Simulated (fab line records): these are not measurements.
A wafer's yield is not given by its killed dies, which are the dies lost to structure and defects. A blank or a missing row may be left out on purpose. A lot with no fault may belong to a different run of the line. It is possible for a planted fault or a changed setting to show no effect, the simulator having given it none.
fab line records | flow nand-harc
record lots=5 wafers=15 last-day=23
route steps=1159 shown A_CONTACT@928 END@1159
lots untouched by any fault: they come from a run of this same line in which no faults occurred
start-h: start of the lot's first displayed wafer, in hours after the record's first day | wait-h: time in hours since the lot's previous step | " identical to the entry in the row above | L1.1+2: a single row standing in for several wafers | - no value, or no start given | * or withheld: withheld | < > ~ a bound
route shown NAME@n: a module of which the file shows steps, and the number in the route of the first | usual: mean/standard deviation taken from wafers without a fault | same: alike in all rows | chamber/n: place in a boat | sites: the reading at each site | _std_site: the standard deviation of these | _edge_site: the outer-site mean with the inner-site mean subtracted | radius-mm: how far each site lies from the wafer's centre | mask NAME#n: copy n | behind: the most recent tool/chamber to have shaped the wafer | hold: why the lot was held/for how many hours/how that ended | device: names the non-switching transistor (n, p or np) | end of line: the route-end tests of the same wafers | a step given without rows: its recipe and nothing more | killed: count of dies lost to structure and defects at first sort (not the wafer's yield) | map: the dies of a wafer, with x for killed, . for not killed, _ for no die there
set.NAME: the setting the step ran with; set.NAME@STEP: the setting that earlier step ran with | model.NAME: the simulator's own value behind a step, which no gauge read
certain route steps with their lots: each step a table, each wafer a row
services: the hour from which a tool's chamber was out of use, counted from the record's first day as start-h (under 0 if before that day), plus the number of hours and why
## steps
# step NHARC_A_CONTACT_COAT_87
# recipe temp-c=225 time-s=65
# step NHARC_A_CONTACT_COAT_02
# recipe spin-rpm=1500 resist-thk-nm=90
# step NHARC_A_CONTACT_SOFTBAKE_03
# recipe temp-c=105 time-s=55
# step NHARC_A_CONTACT_EBR_04
# step NHARC_A_CONTACT_EXPOSE_05
# recipe na=1.35 sigma-outer=0.8 dose-mj=84.24 mask-id=A_CC
# step NHARC_A_CONTACT_PEB_06
# recipe peb-temp-c=100 peb-time-s=65
# step NHARC_A_CONTACT_DEVELOP_07
# recipe develop-time-s=35 dev-temp-c=23
# step NHARC_A_CONTACT_CD_MEAS_08
# recipe target-cd-nm=100 landing-energy-ev=500
# usual cd-nm=99.8/0.54
# columns lot.wafer tool chamber start-h wait-h cd-nm
L467.1 cd-sem-03 0 392.46 - 99.4
L467.4 " 0 " " 99.5
L467.6 " 0 " " 99.6
L470.4 cd-sem-01 0 414.64 - 99.5
L470.5 " 0 " " 100.3
L470.6 " 0 " " 99.7
L469.2 cd-sem-01 0 420.42 - 99.3
L469.3 " 0 " " 99.2
L469.4 " 0 " " 99.1
L483.2 cd-sem-02 0 482.64 - 99.5
L483.3 " 0 " " 100.0
L483.4 " 0 " " 99.5
L487.3 cd-sem-03 0 501.16 - 99.7
L487.5 " 0 " " 99.9
L487.6 " 0 " " 99.8
# step NHARC_A_CONTACT_OVL_MEAS_09
# usual overlay-x-nm=0.1/0.93 overlay-y-nm=0.0/0.85
# columns lot.wafer tool chamber start-h wait-h overlay-x-nm overlay-y-nm
L467.1 overlay-02 - 392.54 - 0.9 -0.7
L467.4 " - " " 0.5 -1.0
L467.6 " - " " 0.4 -1.2
L470.4 overlay-01 - 414.72 - -0.2 -1.6
L470.5 " - " " -0.5 -1.5
L470.6 " - " " -0.2 -1.6
L469.2 overlay-01 - 420.52 - 0.1 0.7
L469.3 " - " " 0.0 0.4
L469.4 " - " " 0.0 0.8
L483.2 overlay-01 - 482.73 - 1.6 -0.8
L483.3 " - " " 1.2 -0.3
L483.4 " - " " 1.8 -0.2
L487.3 overlay-02 - 501.24 - 0.6 -1.2
L487.5 " - " " 0.6 -1.6
L487.6 " - " " 0.7 -1.4
# step NHARC_A_CONTACT_INSPECT_10
# usual raw-defect-count=29/13
# columns lot.wafer tool chamber start-h wait-h raw-defect-count
L467.1 defect-inspect-02 - 392.58 0.0 25
L467.4 " - " " 25
L467.6 " - " " 24
L470.4 defect-inspect-01 - 414.76 0.0 25
L470.5 " - " " 26
L470.6 " - " " 21
L469.2 defect-inspect-02 - 420.57 0.1 43
L469.3 " - " " 44
L469.4 " - " " 40
L483.2 defect-inspect-02 - 482.76 0.0 32
L483.3 " - " " 38
L483.4 " - " " 40
L487.3 defect-inspect-02 - 501.28 0.0 34
L487.5 " - " " 36
L487.6 " - " " 42
# step NHARC_A_CONTACT_DESCUM_13
# recipe time-s=3 o2-flow-sccm=200 ar-flow-sccm=0 bias-power-w=0 chemistry=O2
# usual drypump-motor-current-A=5.5/0.49 mfc-ar-sccm=0.010/0.012 oes-product-au=0.998/0.0095 rf-vpp-V=57.6/0.9 showerhead-plenum-p-Torr=1.87/0.095 throttle-valve-pct=11.312/0.01
# columns lot.wafer tool chamber start-h wait-h drypump-motor-current-A mfc-ar-sccm oes-product-au rf-hours-counter-h rf-vpp-V showerhead-plenum-p-Torr throttle-valve-pct
L467.1 rie-diel-13 0 392.65 0.1 5.3 0.036 0.998 41 57.5 1.80 11.303
L467.4 " 2 " " 5.8 0.010 0.975 42 57.3 1.86 11.315
L467.6 " 3 " " 5.4 0.026 0.993 - 58.3 2.04 11.317
L470.4 rie-diel-01 3 414.82 0.1 5.9 0 1.008 14 58.1 1.79 11.313
L470.6 " 3 " " 5.9 0 0.994 - 57.2 1.79 11.322
L470.5 " 0 " " 4.8 0 1.008 - 57.8 2.00 11.314
L469.2 rie-diel-01 1 420.64 0.1 5.0 0 0.997 14 58.3 1.84 11.311
L469.4 " 2 " " 5.3 0.012 0.990 15 57.0 1.80 11.296
L469.3 " 0 " " 4.9 0 0.988 14 59.5 2.00 11.316
L483.4 rie-diel-13 3 482.83 0.1 5.4 0.026 0.984 5 56.6 2.03 11.318
L483.3 " 0 " " 5.3 0.036 0.987 7 58.1 1.79 11.327
L483.2 " 1 " " 6.3 0.014 0.982 6 57.8 1.87 11.303
L487.3 rie-diel-01 1 501.36 0.1 5.1 0 0.995 0 58.0 1.83 11.277
L487.5 " 2 " " 5.3 0.012 0.984 - 57.1 1.79 11.312
L487.6 " 3 " " 5.8 0 1.014 - 56.5 1.78 11.316
# step NHARC_A_CONTACT_ETCH_88
# recipe target-depth-a=390 over-etch-frac=0.3 time-s=65 ion-energy-ev=80 cf4-flow-sccm=150 ar-flow-sccm=0 rf-w=300 bias-w=100 chemistry=CF4
# usual drypump-motor-current-A=5.6/0.49 mfc-ar-sccm=0.009/0.011 oes-product-au=1.000/0.0084 rf-vpp-V=150.8/1.3 showerhead-plenum-p-Torr=1.73/0.079 throttle-valve-pct=13.284/0.0094
# same over-etch-frac=0.3
# columns lot.wafer tool chamber start-h wait-h drypump-motor-current-A mfc-ar-sccm oes-product-au rf-hours-counter-h rf-vpp-V showerhead-plenum-p-Torr throttle-valve-pct
L467.4 rie-diel-13 2 392.73 0.1 5.8 0.010 1.002 42 149.5 1.72 13.276
L467.1 " 3 " " 5.4 0.026 0.993 40 153.1 1.88 13.287
L467.6 " 1 " " 6.3 0.014 0.999 - 150.5 1.74 13.265
L470.4 rie-diel-01 2 414.94 0.1 5.4 0.012 0.997 14 151.0 1.67 13.277
L470.5 " 2 " " 5.4 0.012 0.990 - 148.8 1.67 13.281
L470.6 " 3 " " 5.9 0 1.007 - 150.6 1.66 13.265
L469.2 rie-diel-01 2 420.72 0.1 5.3 0.012 0.999 15 148.8 1.67 13.284
L469.3 " 3 " " 5.9 0 1.005 15 149.7 1.66 13.278
L469.4 " 0 " " 4.9 0 0.998 14 151.9 1.84 13.285
L483.2 rie-diel-13 0 482.91 0.1 5.3 0.036 0.999 7 149.9 1.66 13.290
L483.3 " 2 " " 5.8 0.010 1.007 5 150.8 1.71 13.282
L483.4 " 3 " " 5.4 0.026 1.001 5 153.1 1.87 13.285
L487.3 rie-diel-01 1 501.44 0.1 5.0 0 0.998 0 150.6 1.70 13.306
L487.6 " 2 " " 5.4 0.012 0.984 - 151.9 1.66 13.284
L487.5 " 3 " " 5.8 0 0.999 - 149.3 1.66 13.277
# step NHARC_A_CONTACT_ETCH_89
# recipe target-depth-a=2600 over-etch-frac=0.3 time-s=475.3 ion-energy-ev=200 n2-flow-sccm=150 h2-flow-sccm=150 ar-flow-sccm=0 rf-w=400 bias-w=150 chemistry=N2/H2
# usual drypump-motor-current-A=5.6/0.51 h2-flow-sccm=150.0/0.39 mfc-ar-sccm=0.009/0.011 oes-product-au=1.000/0.0073 rf-vpp-V=429.1/2.7 showerhead-plenum-p-Torr=1.99/0.1 throttle-valve-pct=14.173/0.0078
# same over-etch-frac=0.3
# columns lot.wafer tool chamber start-h wait-h drypump-motor-current-A h2-flow-sccm mfc-ar-sccm oes-product-au rf-hours-counter-h rf-vpp-V showerhead-plenum-p-Torr throttle-valve-pct
L467.1 rie-diel-13 3 392.85 - 5.4 150.0 0.026 0.990 40 434.7 2.18 14.166
L467.4 " 0 " " 5.3 150.0 0.036 1.000 41 426.1 1.91 14.175
L467.6 " 3 " " 5.4 149.6 0.026 1.001 - 434.4 2.18 14.173
L470.4 rie-diel-01 0 415.04 - 4.9 149.8 0 0.999 13 432.4 2.13 14.175
L470.6 " 0 " " 4.8 149.9 0 1.004 - 431.9 2.13 14.173
L470.5 " 1 " " 5.1 150.4 0 1.001 - 426.9 1.96 14.169
L469.4 rie-diel-01 3 420.85 - 5.9 149.9 0 1.004 15 426.7 1.90 14.167
L469.3 " 0 " " 4.9 150.1 0 0.999 14 433.0 2.13 14.174
L469.2 " 1 " " 5.1 149.9 0 1.005 15 429.9 1.95 14.195
L483.3 rie-diel-13 2 483.03 - 5.8 149.8 0.010 1.000 5 428.0 1.97 14.166
L483.4 " 3 " " 5.4 149.6 0.026 1.001 5 434.7 2.17 14.170
L483.2 " 0 " " 5.3 149.9 0.036 1.000 7 426.3 1.90 14.181
L487.3 rie-diel-01 3 501.62 - 5.9 150.3 0 1.017 0 427.9 1.90 14.181
L487.6 " 0 " " 4.9 150.4 0 0.988 - 432.3 2.12 14.163
L487.5 " 1 " " 5.1 150.4 0 0.824 - 427.6 1.95 14.183
# step NHARC_A_CONTACT_ETCH_30
# recipe target-depth-a=605 time-s=30.2 cf4-flow-sccm=100 chf3-flow-sccm=30 ar-flow-sccm=0 rf-w=500 bias-w=200 chemistry=CF4/CHF3
# usual drypump-motor-current-A=5.5/0.5 mfc-ar-sccm=0.009/0.011 oes-product-au=0.933/0.016 rf-vpp-V=369.6/2.7 showerhead-plenum-p-Torr=1.54/0.074 throttle-valve-pct=16.802/0.0081
# columns lot.wafer tool chamber start-h wait-h drypump-motor-current-A mfc-ar-sccm oes-product-au rf-hours-counter-h rf-vpp-V showerhead-plenum-p-Torr throttle-valve-pct
L467.4 rie-diel-13 0 - - 5.3 0.036 0.921 41 366.7 1.48 16.793
L467.1 " 2 " " 5.8 0.010 0.920 42 368.5 1.53 16.810
L467.6 " 0 " " 5.3 0.036 0.928 - 368.2 1.48 16.790
L470.4 rie-diel-01 1 - - 5.1 0 0.917 14 368.2 1.51 16.792
L470.6 " 2 " " 5.3 0.012 0.928 - 369.4 1.48 16.822
L470.5 " 3 " " 5.8 0 0.926 - 367.6 1.48 16.798
L469.3 rie-diel-01 3 - - 5.9 0 0.927 15 367.6 1.48 16.807
L469.4 " 0 " " 4.8 0 0.926 14 372.0 1.64 16.788
L469.2 " 1 " " 5.1 0 0.923 15 367.4 1.51 16.807
L483.4 rie-diel-13 1 - - 6.3 0.014 0.918 6 368.8 1.54 16.801
L483.2 " 2 " " 5.8 0.010 0.924 5 367.4 1.53 16.794
L483.3 " 3 " " 5.4 0.026 0.922 5 373.9 1.67 16.802
L487.3 rie-diel-01 1 - - 5.1 0 0.974 0 368.8 1.51 16.807
L487.6 " 0 " " 4.9 0 0.967 - 374.1 1.63 16.795
L487.5 " 1 " " 5.1 0 0.987 - 368.0 1.51 16.801
# step NHARC_END_SORT_01
# recipe temp-c=25
# usual killed-at-array=25/9.2 killed-at-other=0.8/1.2 killed-at-periphery=3.9/2.6 killed-dies=30/9.7 killed-open=3.4/1.9 killed-short=2.0/1.4
# same gross-dies=677
# columns lot.wafer tool chamber start-h wait-h killed-at-array killed-at-other killed-at-periphery killed-dies killed-open killed-short
L483.3 prober-01 0 545.54 3.1 30 3 2 35 1 5
L487.5 prober-01 0 562.76 3.6 661 1 2 664 7 1
# killed by level:class
L483.3 A_CHANNEL_HOLE_D1:chamber-film-flake=16 A_STAIRCASE:chamber-film-flake=9 A_CHANNEL_FILL_D1:geometric-particle:short=3 THIN_TSV:chamber-film-flake=3 P_STI:geometric-particle:short=1 P_CONTACT:geometric-particle:open=1 A_ONON_D1:geometric-particle:short=1 A_CHANNEL_FILL_D1:chamber-film-flake=1
L487.5 A_CONTACT:area-etch=633 A_SLIT:chamber-film-flake=10 A_CONTACT:chamber-film-flake=6 A_CHANNEL_HOLE_D1:chamber-film-flake=5 A_M0:geometric-particle:open=3 A_CHANNEL_FILL_D1:geometric-particle:open=2 P_M0:geometric-particle:open=1 A_CONTACT:geometric-particle:open=1
# map L487.5 (x killed, . not)
____________x____________
_________xxxxxxx_________
_______xxxxxxxxxxx_______
______xxxxxxxxxxxxx______
_____xxxx.xxxxxxxx.x_____
____.xxxxxxxxxxxxxxxx____
____xxxxxxxxxxxxxxxx.____
___xxxxxxxxx.xxxxxxxxx___
___xxxxxxxxxxxxxxxxxxx___
__xxxxxxxxxxxxxxxxxxxxx__
__xx.xxxxxxxxxxxxxxxxxx__
_xxxxxxxxxxxxxxxxxxxxxxx_
_xxxxxxxxxxxxxxxxxxxxxxx_
_xxxxxxxxxxxxxxxxxxxxxxx_
_xxxxxxxxxxxxxxxxxxxxxxx_
_xxxxxxxxxxxxxxxxxxxxxxx_
xxxxxxxxxxxxxxxxxxxxxxxxx
..x.xxxxxxxxxxxxxxxxxxxxx
xxxxxxxxxxxxxxxxxxxxxxxxx
xxxxxxxxxxxxxxxxxxxxxxxxx
xxxxxxxxxxxxxxxxxxxxxxxxx
_xxxxxxxxxxxxxxxxxxxxx.._
_xxxxxxxxxxxxxxxxxxxxxxx_
_xxxxxxxxxxxxxxxxxxxxxxx_
_xxxxx.xxxxxxxxxxxxxxxxx_
_xxxxxxxxxxxxxxxxxxxxxxx_
__xxxxxxxxxxxxxxxxxxx.x__
__xxxxxxxxxxxxxxxxxxxxx__
___xxxxxxxxxxxxxxxxxxx___
___xxxxxxxxxxxxxxxxxxx___
____xxxxxxxxxxxxxxxxx____
____xxxxxxxxxxxxxxxxx____
_____xxxxxxxxxxxxxxx_____
______xxxxxxxxxxxxx______
_______xxxxxxxxxxx_______
_________xxxxxxx_________
____________x____________
# map L470.5 (x killed, . not)
____________x____________
_________......._________
_______..........._______
______.......x.....______
_____.........x....._____
____.................____
____.........x.......____
___....x..............___
___...................___
__.....................__
__....................x__
_.............x........._
_...........x..........._
_......................._
_......................._
_......................._
........x................
.........................
.........................
.........................
.........................
_......................._
_......................._
_.......x..............._
_...................x..._
_....x.................._
__........x........x...__
__.....................__
___.............x.....___
___......x............___
____.................____
____.................____
_____..............x_____
______...x..xx.x...______
_______....x......_______
_________..xx..x_________
____________.____________
## services
# columns tool chamber start-h hours kind
rie-diel-01 0 372.87 - clean
rie-diel-01 1 372.87 - clean
rie-diel-01 2 372.87 - clean
rie-diel-01 3 372.87 - clean
rie-diel-01 0 391.93 6.4 repair
rie-diel-01 1 397.39 - clean
rie-diel-01 2 397.39 - clean
rie-diel-01 3 397.39 - clean
rie-diel-13 2 415.09 6.4 repair
rie-diel-01 0 421.96 - clean
rie-diel-01 1 421.96 - clean
rie-diel-01 2 421.96 - clean
rie-diel-01 3 421.96 - clean
rie-diel-01 0 422.42 2.4 repair
rie-diel-01 0 446.56 - clean
rie-diel-01 1 446.56 - clean
rie-diel-01 2 446.56 - clean
rie-diel-01 3 446.56 - clean
rie-diel-13 - 453.00 9.0 pm
rie-diel-01 0 471.06 - clean
rie-diel-01 1 471.06 - clean
rie-diel-01 2 471.06 - clean
rie-diel-01 - 491.81 9.0 pm
rie-diel-13 2 494.78 4.1 repair
## key
first-sign step=NHARC_A_CONTACT_ETCH_89 reading=oes-product-au direction=down sigmas=24 usual=1.000 struck=0.824
effect step=NHARC_END_SORT_01 reading=killed-at-array direction=up sigmas=69 usual=25 struck=661
more-kills-born-at NHARC_A_CONTACT_ETCH_89@rie-diel-01=633
met-at NHARC_A_CONTACT_ETCH_89
struck-wafers L487.5
later-rows-left-out L487.5
tester-left-out L487
onset-between 420.85 501.62
fault kind=process-parameter-drift tool=rie-diel-01 chamber=- onset-h=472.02 steps=NHARC_A_CONTACT_ETCH_89 channel=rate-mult offset=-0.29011 shape=step end-h=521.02 scope=struck-wafers-only
# tester-left-out: of these lots the tester's yield and bins aren't shown, on N5 and GAA mostly nor the transistor test; their killed dies are dies lost to structure and defects alone, not to doping, threshold or leakage, so they don't give the yield
# later-rows-left-out: the simulator's readings of these wafers behind a module that went badly wrong aren't trusted and aren't shown, but for the sort
